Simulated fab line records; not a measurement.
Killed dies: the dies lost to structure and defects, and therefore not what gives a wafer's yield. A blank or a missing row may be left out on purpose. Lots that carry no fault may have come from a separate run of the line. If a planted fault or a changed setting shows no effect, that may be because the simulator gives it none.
Split-lot study	flow n5-finfet	7 lots, 21 wafers read, on a route of 1938 steps

SPLIT DETAILS
At N5_BEOL_M0_SAQP_PECVD_00 (deposits SiCN from 3MS/NH3, target thk 8 nm, time 14 s), the setting time-s was moved away from the recipe's 14 s on 9 of the 21 wafers read, by -11.0% to +10.8%. All remaining wafers had this setting at the recipe value.

The reading is taken at the split's own step.

THE READING
SiCN_of_BEOL_M0_SAQP_PECVD_00.thk-nm (the simulator's own value, which no gauge read), in nm, at N5_BEOL_M0_SAQP_PECVD_00 (deposits SiCN from 3MS/NH3, target thk 8 nm, time 14 s). The file does not state a usual value for it. The 12 wafers here that ran the recipe average 8.2 nm, standard deviation 0.25 nm.

wafer	tool, chamber at the split	time-s as run, s	against the recipe	SiCN_of_BEOL_M0_SAQP_PECVD_00.thk-nm, nm	against lot-mates on the recipe
L082.1	pecvd-03, 1	12.46	-11.0%	7	-1.1
L082.2	pecvd-03, 0	14	recipe	8.2	-
L082.6	pecvd-03, 1	14	recipe	8	-
L083.1	pecvd-04, 2,1	14.92	+6.6%	8.8	no lot-mate on the recipe
L083.6	pecvd-04, 2,1	14.92	+6.6%	8.8	no lot-mate on the recipe
L083.4	pecvd-04, 0	14.92	+6.6%	8.6	no lot-mate on the recipe
L087.1	pecvd-02, 0	14	recipe	8.6	-
L087.4	pecvd-02, 0	13.06	-6.7%	8	-0.4
L087.6	pecvd-02, 1	14	recipe	8.2	-
L090.2	pecvd-04, 2,1	14	recipe	8.2	-
L090.5	pecvd-04, 2,1	14	recipe	8.2	-
L090.3	pecvd-04, 0	14	recipe	7.6	-
L092.1	pecvd-02, 1	15.3	+9.3%	9	+0.6
L092.3	pecvd-02, 2	15.3	+9.3%	9.2	+0.8
L092.5	pecvd-02, 2	14	recipe	8.4	-
L093.3	pecvd-03, 1	14	recipe	8	-
L093.6	pecvd-03, 1	14	recipe	8	-
L093.4	pecvd-03, 0	14	recipe	8.4	-
L094.1	pecvd-02, 1	15.51	+10.8%	8.8	+0.8
L094.5	pecvd-02, 1	14	recipe	8	-
L094.6	pecvd-02, 2	15.51	+10.8%	9.2	+1.2
If several chambers appear in one row, that row covers several wafers at once and the file leaves open which wafer was in which chamber.

THE FIT
A straight line over all 21 wafers: SiCN_of_BEOL_M0_SAQP_PECVD_00.thk-nm changes by +0.086 nm for each +1% of time-s; r = +0.90; the points scatter about the line by 0.24 nm.
The same after taking each lot's own level away (the mean of its wafers on the recipe; 18 wafers): +0.0865 nm for each +1%; r = +0.93; scatter 0.2 nm.
The reading moves by 0.95 nm for the largest change in time-s, on that fit.
The span of the lots' own levels, 8.00 to 8.40 nm, comes to 1.6 times the standard deviation stated above.
Consequently the slope shifts little with the lot-to-lot level, the two slopes agreeing.
Check: for one of the wafers moved furthest among these (-11.0%), held out of the fit, the line's prediction against its lot-mates is -0.881 nm. It came out at -1.1 nm against them.

THE OTHER SPLITS THESE WAFERS WENT THROUGH
Other splits were also applied to these wafers ahead of the reading. Each is held against what the fit with the lots' levels taken away leaves over:
other split on the same wafers	wafers away from the commonest value	r with SiCN_of_BEOL_M0_SAQP_PECVD_00.thk-nm (lot level and that fit taken away)
N5_MOL_CONTACT_COAG_ETCH_105 bias-w	7	+0.34
N5_MOL_CONTACT_COAG_ETCHBACK_136 target-depth-a	10	+0.11
N5_MOL_CONTACT_COAG_VIA_ETCH_117 bias-w	6	-0.09

THE FILE'S OWN FIT
SiCN_of_BEOL_M0_SAQP_PECVD_00.thk-nm changes by +0.087 nm for each +1% of time-s, r = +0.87.
